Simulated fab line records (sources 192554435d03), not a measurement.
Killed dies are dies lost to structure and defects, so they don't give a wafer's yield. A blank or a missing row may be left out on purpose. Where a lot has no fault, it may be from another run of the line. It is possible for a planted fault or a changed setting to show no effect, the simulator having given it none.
fab line records ; flow n5-finfet
record: lots: 4; wafers: 12; last-day: 16
route steps=1938 shown BEOL_M4@1059 PASSIVATION@1936
lots that met no fault: taken from a fault-free run of the same line
start-h: start of the lot's first displayed wafer, in hours after the record's first day ; wait-h: how many hours have passed since the lot's step before this one ; " same as the row above ; L1.1+2: a single row standing in for several wafers ; - no value, or no start was given ; * or withheld: withheld ; < > ~ a bound
route shown NAME@n: NAME is a module with steps in the file, n the number in the route of the first one ; usual: mean/standard deviation taken from wafers without a fault ; same: alike in all rows ; chamber/n: place in a boat ; sites: per-site readings ; _std_site: their standard deviation ; _edge_site: mean of outer sites minus mean of inner sites ; radius-mm: how far each site lies from the wafer's centre ; mask NAME#n: copy n ; behind: tool/chamber where the wafer was last shaped ; hold: cause of the lot's hold/its duration in hours/its outcome ; device: whichever transistor did not switch (one of n, p or np) ; end of line: tests run on the same wafers once the route is complete ; step lacking rows: just its recipe ; killed: count of dies lost to structure and defects at first sort (not the wafer's yield) ; map: a wafer's dies, x killed, . not, _ none there
set.NAME: setting as actually run; set.NAME@STEP: the setting as run at that earlier step ; model.NAME: the simulator's own value behind a step, which no gauge read
lots at selected steps of the route; one table per step, one row per wafer
services: a tool's chamber out of use, with start hour (start-h, from the record's first day; less than 0 if before it), hours out, and reason
== steps ==
step: N5_BEOL_M4_DESCUM_33
recipe: chemistry: O2; time-s: 7; source-power-w: 50; bias-power-w: 20; pressure-mtorr: 20; rf-frequency-hz: 2.712e+07; temp-c: 40; resist: CAR-EUV; o2-flow-sccm: 225
step: N5_BEOL_M4_ETCH_77
recipe: chemistry: N2/H2; target: underlayer; target-depth-a: 65; mask-material: CAR-EUV; time-s: 5.2; ion-energy-ev: 200; pressure-mtorr: 30; source-w: 840; bias-w: 150; n2-flow-sccm: 200; h2-flow-sccm: 200; ends: cleared
step: N5_BEOL_M4_ETCH_69
recipe: chemistry: CF4; target: SiARC; target-depth-a: 156; mask-material: CAR-EUV; time-s: 26; ion-energy-ev: 80; pressure-mtorr: 40; source-w: 545; bias-w: 36; Ar_flow_sccm: 100; cf4-flow-sccm: 100; ends: cleared
step: N5_BEOL_M4_ALD_98
recipe: material: SiO2; target-thk-a: 25; temp-c: 100; ald-precursor-family: BDEAS; ald-co-reactant: O2-plasma; pulse-time-s: 1; co-reactant-pulse-time-s: 1; purge-time-s: 2; co-reactant-purge-time-s: 2; ald-cycles: 17; pressure-torr: 2
step: N5_BEOL_M4_ETCHBACK_99
recipe: chemistry: CHF3; target: SiO2; target-depth-a: 50; time-s: 10.4; source-w: 215; bias-w: 47; Ar_flow_sccm: 200; CHF3_flow_sccm: 12; ion-energy-ev: 100; pressure-mtorr: 30
step: N5_BEOL_M4_ETCH_70
recipe: chemistry: N2/H2; target: SOC; target-depth-a: 800; overetch-a: 240; mask-material: SiARC; temp-c: 40; time-s: 130; ion-energy-ev: 200; pressure-mtorr: 30; source-w: 840; bias-w: 150; n2-flow-sccm: 200; h2-flow-sccm: 200
step: N5_BEOL_M4_STRIP_71
recipe: chemistry: N2/H2; temp-c: 40; n2-flow-sccm: 200; h2-flow-sccm: 200; rf-frequency-hz: 6e+07
step: N5_BEOL_M4_STRIP_78
recipe: chemistry: N2/H2; temp-c: 40; n2-flow-sccm: 200; h2-flow-sccm: 200; rf-frequency-hz: 6e+07
step: N5_BEOL_M4_VIA_ETCH_34
recipe: chemistry: C4F6/O2; target-depth-a: 694; mask-material: SOC; pressure-mtorr: 15; ion-energy-ev: 250; taper-deg: 4; time-s: 65.9; source-w: 350; bias-w: 170; Ar_flow_sccm: 300; C4F6_flow_sccm: 10; O2_flow_sccm: 10
step: N5_BEOL_M4_STRIP_83
recipe: chemistry: C4F6/O2; resist: SiARC; rf-frequency-hz: 6e+07
step: N5_BEOL_M4_STRIP_36
recipe: chemistry: N2/H2; power-w: 450; temp-c: 40; pressure-mtorr: 20; rf-frequency-hz: 6e+07; overash-fraction: 0.3; bias-power-w: 7; h2-frac: 0.5; n2-flow-sccm: 200; h2-flow-sccm: 200
step: N5_BEOL_M4_TRENCH_ETCH_37
recipe: chemistry: C4F6/O2; target-depth-a: 555.55; target: SiOC; time-s: 29.2; ion-energy-ev: 250; pressure-mtorr: 30; source-w: 355; bias-w: 185; Ar_flow_sccm: 300; C4F6_flow_sccm: 10; O2_flow_sccm: 10
usual: drypump-motor-current-A: 5.6/0.36; oes_ar_750_au: 0.78/0.09; oes_f_703_au: 0.78/0.091; oes-product-au: 0.79/0.095; rf-fwd-power-W: 350.4/1.4; rf-vpp-V: 667/9.4; showerhead-plenum-p-Torr: 2.84/0.099; throttle-valve-pct: 20.92/0.27
lot.wafer;tool;chamber;start-h;wait-h;drypump-motor-current-A;oes_ar_750_au;oes_f_703_au;oes-product-au;rf-fwd-power-W;rf-hours-counter-h;rf-vpp-V;showerhead-plenum-p-Torr;throttle-valve-pct;model.etch.depth-nm;model.BEOL_M4.feature-depth-nm
L946.1;rie-diel-06;2;247.21;-;5.4;0.89;0.89;0.91;353.8;21;681;2.89;20.58;55.87;55.8
L946.4;rie-diel-06;0;247.21;-;6.5;0.74;0.73;0.75;349.9;151;679;2.74;20.88;54.58;54.6
L946.6;rie-diel-06;3;247.21;-;5.6;0.86;0.85;0.86;349.6;-;661;2.79;21.16;56.29;56.2
L944.2;rie-diel-06;1;250.73;-;5.4;0.87;0.87;0.89;351.5;38;654;2.76;20.35;56.43;56.4
L944.5;rie-diel-06;0;250.73;-;6.5;0.84;0.95;0.78;436.6;-;609;2.73;20.89;59.05;59
L944.6;rie-diel-06;3;250.73;-;5.5;0.85;0.84;0.87;351.1;-;662;2.79;21.14;56.51;56.6
L947.1;rie-diel-06;1;255.54;-;5.4;0.87;0.86;0.87;350.7;39;654;2.76;20.35;56.08;56
L947.5;rie-diel-06;1;255.54;-;5.5;0.87;0.86;0.87;350.7;-;653;2.76;20.36;55.78;55.8
L947.6;rie-diel-06;0;255.54;-;6.5;0.83;0.94;0.79;432.7;-;608;2.73;20.89;59.5;59.6
L954.2;rie-diel-03;1;284.22;-;5.6;0.94;0.94;0.94;349.1;22;662;2.93;21.00;56.93;57
L954.3;rie-diel-03;3;284.22;-;6.6;0.78;0.78;0.78;348.7;112;678;2.98;20.72;54.01;54
L954.5;rie-diel-03;2;284.22;-;5.7;0.85;0.83;0.86;351.3;-;676;3.03;21.01;55.96;56
step: N5_BEOL_M4_ETCH_41
recipe: chemistry: CH3F/O2; target: SiCN; target-depth-a: 299; taper-deg: 2; time-s: 52.5; ion-energy-ev: 120; mask-material: TiN; pressure-mtorr: 30; source-w: 395; bias-w: 75; Ar_flow_sccm: 150; CH3F_flow_sccm: 30; O2_flow_sccm: 20
step: N5_BEOL_M4_STRIP_97
recipe: chemistry: N2/H2; time-s: 10; power-w: 450; temp-c: 40; pressure-mtorr: 20; rf-frequency-hz: 6e+07; bias-power-w: 7; n2-flow-sccm: 200; h2-flow-sccm: 200
step: N5_BEOL_M4_OCD_MEAS_38
usual: trench-depth-nm: 55.3/1
lot.wafer;tool;chamber;start-h;wait-h;trench-depth-nm
L946.1;ocd-01;-;247.37;-;55.6
L946.4;ocd-01;-;247.37;-;54.7
L946.6;ocd-01;-;247.37;-;56.4
L944.2;ocd-02;-;250.89;-;56.6
L944.5;ocd-02;-;250.89;-;59.5
L944.6;ocd-02;-;250.89;-;56.7
L947.1;ocd-02;-;255.69;-;56.4
L947.5;ocd-02;-;255.69;-;55.5
L947.6;ocd-02;-;255.69;-;59.7
L954.2;ocd-02;-;284.37;-;56.2
L954.3;ocd-02;-;284.37;-;54.1
L954.5;ocd-02;-;284.37;-;56.4
step: N5_BEOL_M4_HM_STRIP_39
recipe: chemistry: peroxide-tin-strip; material: TiN; target-depth-a: 250; temp-c: 50; time-s: 158
step: N5_BEOL_M4_SRD_40
recipe: time-s: 30; temp-c: 23; rinse-liquid: diw; dry: ipa-marangoni
step: N5_BEOL_M4_PRECLEAN_42
recipe: chemistry: residue-remover; time-s: 60; temp-c: 40
step: N5_BEOL_M4_SRD_43
recipe: time-s: 30; temp-c: 23; rinse-liquid: diw; dry: ipa-marangoni
step: N5_BEOL_M4_DEGAS_44
recipe: ambient: vacuum; temp-c: 250; time-s: 60
step: N5_BEOL_M4_PRE_CLEAN_45
recipe: gas: H2/He; time-s: 30; temp-c: 250
step: N5_BEOL_M4_ALD_84
recipe: material: TaN; target-thk-a: *; temp-c: 275; ald-precursor-family: PDMAT; ald-co-reactant: NH3; pressure-torr: 3; carrier-flow-sccm: 1500; pulse-time-s: 2; purge-time-s: 3; co-reactant-purge-time-s: 2; co-reactant-pulse-time-s: 3; ald-cycles: 30; precursor-vessel-temp-c: 75; precursor-vessel-pressure-torr: 26.25; precursor-vessel-carrier-sccm: 1000
step: N5_BEOL_M4_SURFACE_TREAT_85
recipe: gas: Ar; time-s: *; ion-energy-ev: *; ion-current-ma-cm2: 0.5; pressure-mtorr: *; ar-flow-sccm: 30
step: N5_BEOL_M4_CVD_47
recipe: material: Co; target-thk-a: 30; temp-c: withheld; precursor: CCTBA/H2; pressure-torr: 30; time-s: 223.8
step: N5_BEOL_M4_SPUTTER_48
recipe: material: Cu; target-thk-a: 45; temp-c: -20; chamber-pressure-pa: 0.07; power-w: withheld; time-s: 8.29
step: N5_BEOL_M4_ANNEAL_49
recipe: temp-c: 400; time-s: 240; ambient: vacuum
step: N5_BEOL_M4_SPUTTER_79
recipe: material: Cu; target-thk-a: 45; temp-c: -20; chamber-pressure-pa: 0.07; power-w: withheld; time-s: 8.29
step: N5_BEOL_M4_ANNEAL_80
recipe: temp-c: 400; time-s: 240; ambient: vacuum
step: N5_BEOL_M4_SPUTTER_81
recipe: material: Cu; target-thk-a: 45; temp-c: -20; chamber-pressure-pa: 0.07; power-w: withheld; time-s: 8.29
step: N5_BEOL_M4_ANNEAL_82
recipe: temp-c: 400; time-s: 240; ambient: vacuum
step: N5_BEOL_M4_SPUTTER_86
recipe: material: Cu; target-thk-a: 45; temp-c: -20; chamber-pressure-pa: 0.07; power-w: withheld; time-s: 8.29
step: N5_BEOL_M4_ANNEAL_87
recipe: temp-c: 400; time-s: 240; ambient: vacuum
step: N5_BEOL_M4_SPUTTER_88
recipe: material: Cu; target-thk-a: 45; temp-c: -20; chamber-pressure-pa: 0.07; power-w: withheld; time-s: 8.29
step: N5_BEOL_M4_ANNEAL_89
recipe: temp-c: 400; time-s: 240; ambient: vacuum
step: N5_BEOL_M4_SPUTTER_90
recipe: material: Cu; target-thk-a: 45; temp-c: -20; chamber-pressure-pa: 0.07; power-w: withheld; time-s: 8.29
step: N5_BEOL_M4_ANNEAL_91
recipe: temp-c: 400; time-s: 240; ambient: vacuum
step: N5_BEOL_M4_SPUTTER_92
recipe: material: Cu; target-thk-a: 45; temp-c: -20; chamber-pressure-pa: 0.07; power-w: withheld; time-s: 8.29
step: N5_BEOL_M4_ANNEAL_93
recipe: temp-c: 400; time-s: 240; ambient: vacuum
step: N5_BEOL_M4_SPUTTER_94
recipe: material: Cu; target-thk-a: 45; temp-c: -20; chamber-pressure-pa: 0.07; power-w: withheld; time-s: 8.29
step: N5_BEOL_M4_ANNEAL_95
recipe: temp-c: 400; time-s: 240; ambient: vacuum
step: N5_BEOL_M4_CMP_52
recipe: stop-on: SiOC; t-overpolish-s: 6.8; down-force-psi: 1; platen-rpm: 50; clearing-platen-down-force-psi: 1.5; clearing-platen-rpm: 50; post-cmp-clean: cu-alkaline; target-thk-nm: 40; clearing-platen-pad-velocity-m-s: 0.99484; pad-velocity-m-s: 0.99484
usual: barrier-field-endpoint-s: 24.5/0.66; motor-current-A: 5.9/0.63; overpolish-run-s: 6.800/0.0091; slurry-flow-ml-min: 149.9/0.5; time-to-endpoint-s: 63/3.3
lot.wafer;tool;chamber;start-h;wait-h;barrier-field-endpoint-s;motor-current-A;overpolish-run-s;slurry-flow-ml-min;time-to-endpoint-s;model.Cu_of_BEOL_M4_ECD_50.thk-nm
L946.1;cmp-01;1;251.01;0.3;24.2;4.9;6.795;150.5;64;40.4
L946.4;cmp-01;3;251.01;0.3;24.1;6.2;6.801;150.1;61;38.4
L946.6;cmp-01;2;251.01;0.3;24.8;6.6;6.788;150.1;63;40.8
L944.2;cmp-01;1;256.10;0.3;24.0;4.7;6.801;149.9;63;41.4
L944.5;cmp-01;2;256.10;0.3;23.9;6.8;6.787;149.8;59;44.6
L944.6;cmp-01;3;256.10;0.3;25.0;6.1;6.794;149.9;62;42.2
L947.1;cmp-03;1;259.40;0.4;24.2;6.2;6.814;150.3;65;40.4
L947.5;cmp-03;2;259.40;0.4;25.2;5.5;6.811;150.5;62;40.6
L947.6;cmp-03;3;259.40;0.4;24.3;6.3;6.800;149.4;64;44.2
L954.3;cmp-04;2;289.47;0.2;25.7;5.2;6.793;150.1;66;38.2
L954.2;cmp-04;3;289.47;0.2;23.4;7.0;6.800;150.3;59;40.6
L954.5;cmp-04;2;289.47;0.2;24.8;5.0;6.785;150.5;71;42.2
step: N5_BEOL_M4_THK_MEAS_53
recipe: thk-meas-gauge: xrf; reads: Cu_of_BEOL_M4_ECD_50
usual: M4_THK: 39.8/1.4
lot.wafer;tool;chamber;start-h;wait-h;M4_THK[nm]
L946.1;film-metro-01;-;251.30;-;39.8
L946.4;film-metro-01;-;251.30;-;38.1
L946.6;film-metro-01;-;251.30;-;40.4
L944.2;film-metro-01;-;256.28;-;41.5
L944.5;film-metro-01;-;256.28;-;44.8
L944.6;film-metro-01;-;256.28;-;42.1
L947.1;film-metro-01;-;259.58;-;40.1
L947.5;film-metro-01;-;259.58;-;40.6
L947.6;film-metro-01;-;259.58;-;44.0
L954.2;film-metro-01;-;289.77;-;40.7
L954.3;film-metro-01;-;289.77;-;38.4
L954.5;film-metro-01;-;289.77;-;42.3
step: N5_BEOL_M4_RS_MEAS_58
recipe: thk-meas-gauge: four-point-probe; reads: Co_of_BEOL_M4_CO_CAP_55+Cu_of_BEOL_M4_ECD_50+Co_of_BEOL_M4_CVD_47+TaN_of_BEOL_M4_ALD_84
usual: M4_RS: 0.67/0.03
lot.wafer;tool;chamber;start-h;wait-h;M4_RS[ohm/sq]
L946.1;film-metro-02;-;251.58;0.0;0.66
L946.4;film-metro-02;-;251.58;0.0;0.70
L946.6;film-metro-02;-;251.58;0.0;0.65
L944.2;film-metro-02;-;256.55;0.1;0.64
L944.5;film-metro-02;-;256.55;0.1;0.58
L944.6;film-metro-02;-;256.55;0.1;0.63
L947.1;film-metro-01;-;259.84;0.0;0.66
L947.5;film-metro-01;-;259.84;0.0;0.66
L947.6;film-metro-01;-;259.84;0.0;0.59
L954.2;film-metro-01;-;290.26;0.1;0.66
L954.3;film-metro-01;-;290.26;0.1;0.71
L954.5;film-metro-01;-;290.26;0.1;0.62
step: N5_BEOL_M4_RC_MEAS_101
usual: DIBL_N: 36.4/1.6; DIBL_P: 36.2/1.8; IOFF_N: 0.159/0.029; IOFF_P: 0.21/0.034; ION_N: 670/12; ION_P: 459/8.2; SS_N: 71.5/0.59; SS_P: 73.2/0.54; VT_N: 250/3.3; VT_P: -250/3.7
lot.wafer;tool;chamber;start-h;wait-h;DIBL_N[mV/V];DIBL_P[mV/V];IOFF_N[nA/um];IOFF_P[nA/um];ION_N[uA/um];ION_P[uA/um];SS_N[mV/dec];SS_P[mV/dec];VT_N[mV];VT_P[mV]
L946.1;prober-02;0;251.63;0.0;36.9;35.8;0.177;0.19;672;449;72.2;73.8;250;-253
L946.4;prober-02;0;251.63;0.0;38.4;37.2;0.200;0.23;678;461;72.2;73.9;246;-251
L946.6;prober-02;0;251.63;0.0;36.8;35.8;0.176;0.19;683;456;72.4;73.7;249;-253
L944.2;prober-01;0;256.75;0.2;36.7;37.9;0.171;0.21;669;454;72.5;73.3;248;-252
L944.5;prober-01;0;256.75;0.2;34.8;35.3;0.136;0.16;661;447;71.7;72.5;253;-255
L944.6;prober-01;0;256.75;0.2;36.0;37.3;0.160;0.19;670;452;71.4;72.8;249;-256
L947.1;prober-01;0;259.90;0.0;37.5;36.6;0.162;0.19;655;444;71.5;73.4;254;-254
L947.5;prober-01;0;259.90;0.0;35.2;35.0;0.129;0.17;660;451;71.4;72.3;253;-253
L947.6;prober-01;0;259.90;0.0;38.4;38.9;0.180;0.22;662;453;71.8;73.8;253;-252
L954.2;prober-01;0;290.46;0.2;36.5;37.1;0.165;0.23;676;465;70.7;73.9;249;-245
L954.3;prober-01;0;290.46;0.2;37.3;39.1;0.171;0.25;663;459;71.2;74.0;250;-249
L954.5;prober-01;0;290.46;0.2;36.2;37.5;0.159;0.23;673;471;70.4;72.7;250;-246
step: N5_PASSIVATION_PROBE_49
usual: defect-limited-yield: 91.1/1.5; killed_at_M0_to_M3: 33/9.9; killed_at_M4_up: 14/5.2; killed-at-contacts: 12/6.7; killed-at-front-end: 43/13; killed-at-other: 3.4/2.7; killed-dies: 105/17; killed-open: 69/13; killed-short: 33/7.5; sort_bin_5_function: 5.2/0.91; sort_bin_6_memory: 3.3/0.71; sort-n-pass: 1075/17; sort-yield-pct: 91.1/1.5
same: gross-dies: 1180; killed-at-back-side: 0; sort_bin_4_leakage[%]: 0; sort_bin_8_speed[%]: 0
lot.wafer;tool;chamber;start-h;wait-h;defect-limited-yield[%];killed_at_M0_to_M3;killed_at_M4_up;killed-at-contacts;killed-at-front-end;killed-at-other;killed-dies;killed-open;killed-short;sort_bin_5_function[%];sort_bin_6_memory[%];sort-n-pass;sort-yield-pct[%]
L946.1;prober-01;-;356.39;0.0;92.5;33;11;16;26;2;88;59;26;4.3;2.9;1092;92.5
L946.4;prober-01;-;356.54;0.2;89.5;51;4;20;46;3;124;84;38;6.5;3.6;1056;89.5
L946.6;prober-01;-;356.64;0.3;92.4;17;13;26;33;1;90;51;38;5.1;2.4;1090;92.4
L954.2;prober-02;-;388.24;0.1;93.6;12;19;13;30;1;75;49;23;3.2;2.8;1105;93.6
L954.3;prober-02;-;388.29;0.1;91.9;21;10;28;32;4;95;71;22;4.7;3.2;1085;91.9
L954.5;prober-02;-;388.39;0.2;93.5;18;15;8;33;3;77;46;30;3.5;2.6;1103;93.5
killed by level:class
L946.1 MOL_CONTACT_COAG:geometric-particle:open=12 BEOL_M3:geometric-particle:open=10 STI_FIN_REVEAL:geometric-particle:open=6 DUMMY_GATE:geometric-particle:open=6 FIN_SAQP:geometric-particle:short=4 MOL_CONTACT_COAG:geometric-particle:short=4 BEOL_M0_SAQP:geometric-particle:short=4 BEOL_M2:geometric-particle:open=4
L946.4 BEOL_M2:geometric-particle:open=16 MOL_CONTACT_COAG:geometric-particle:open=15 BEOL_M1:geometric-particle:open=15 FIN_SAQP:geometric-particle:open=12 FIN_SAQP:geometric-particle:short=9 STI_FIN_REVEAL:geometric-particle:open=8 BEOL_M3:geometric-particle:open=7 MOL_CONTACT_COAG:geometric-particle:short=5
L946.6 MOL_CONTACT_COAG:geometric-particle:open=17 GATE_CUT:geometric-particle:short=9 MOL_CONTACT_COAG:geometric-particle:short=9 FIN_SAQP:geometric-particle:short=7 FIN_SAQP:geometric-particle:open=5 STI_FIN_REVEAL:geometric-particle:open=5 BEOL_M1:geometric-particle:open=4 BEOL_M0_SAQP:geometric-particle:short=3
L954.2 MOL_CONTACT_COAG:geometric-particle:open=11 BEOL_M4:geometric-particle:open=8 FIN_SAQP:geometric-particle:open=6 BEOL_M2:geometric-particle:open=6 FIN_SAQP:geometric-particle:short=4 GATE_CUT:geometric-particle:short=4 BEOL_M5:geometric-particle:open=4 DUMMY_GATE:geometric-particle:open=3
L954.3 MOL_CONTACT_COAG:geometric-particle:open=26 STI_FIN_REVEAL:geometric-particle:open=11 BEOL_M3:geometric-particle:open=11 BEOL_M4:geometric-particle:open=5 FIN_SAQP:geometric-particle:open=4 FIN_SAQP:geometric-particle:short=4 GATE_CUT:geometric-particle:short=4 BEOL_M3:geometric-particle:short=3
L954.5 FIN_SAQP:geometric-particle:short=11 MOL_CONTACT_COAG:geometric-particle:open=8 STI_FIN_REVEAL:geometric-particle:open=5 BEOL_M3:geometric-particle:open=5 BEOL_M4:geometric-particle:open=5 GATE_CUT:geometric-particle:short=4 BEOL_M1:geometric-particle:open=4 BEOL_M4:geometric-particle:short=4
== services ==
tool;chamber;start-h;hours;kind
cmp-01;-;244.21;6.1;repair
rie-diel-06;2;254.76;7.2;repair
cmp-03;-;263.43;1.4;repair
cmp-04;-;265.21;0.9;repair
cmp-04;-;272.46;1.0;repair
cmp-03;-;286.11;1.6;repair
== key ==
first-sign: step: N5_BEOL_M4_TRENCH_ETCH_37; reading: rf-fwd-power-W; direction: up; sigmas: 59; usual: *; struck: *
effect: step: N5_BEOL_M4_TRENCH_ETCH_37; reading: rf-vpp-V; direction: down; sigmas: 6.2; usual: 667; struck: 609
effect: step: N5_BEOL_M4_OCD_MEAS_38; reading: trench-depth-nm; direction: up; sigmas: 4.2; usual: 55.3; struck: 59.6
effect: step: N5_BEOL_M4_THK_MEAS_53; reading: M4_THK; direction: up; sigmas: 3.3; usual: 39.8; struck: 44.4
effect: step: N5_BEOL_M4_RS_MEAS_58; reading: M4_RS; direction: down; sigmas: 3; usual: 0.67; struck: 0.59
model-effect: step: N5_BEOL_M4_TRENCH_ETCH_37; value: etch.depth-nm; without: 54.53; struck: 59.27
model-effect: step: N5_BEOL_M4_CMP_52; value: Cu_of_BEOL_M4_ECD_50.thk-nm; without: 39.6; struck: 44.4
met-at N5_BEOL_M4_TRENCH_ETCH_37
struck-wafers L944.5,L947.6
onset-between 247.21 250.73
fault: kind: process-parameter-drift; tool: rie-diel-06; chamber: 0; onset-h: 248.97; steps: N5_BEOL_M4_TRENCH_ETCH_37; channel: source-w; offset: 85.2; shape: step; end-h: 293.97; acts-in: these-recipes-only; stated: 355
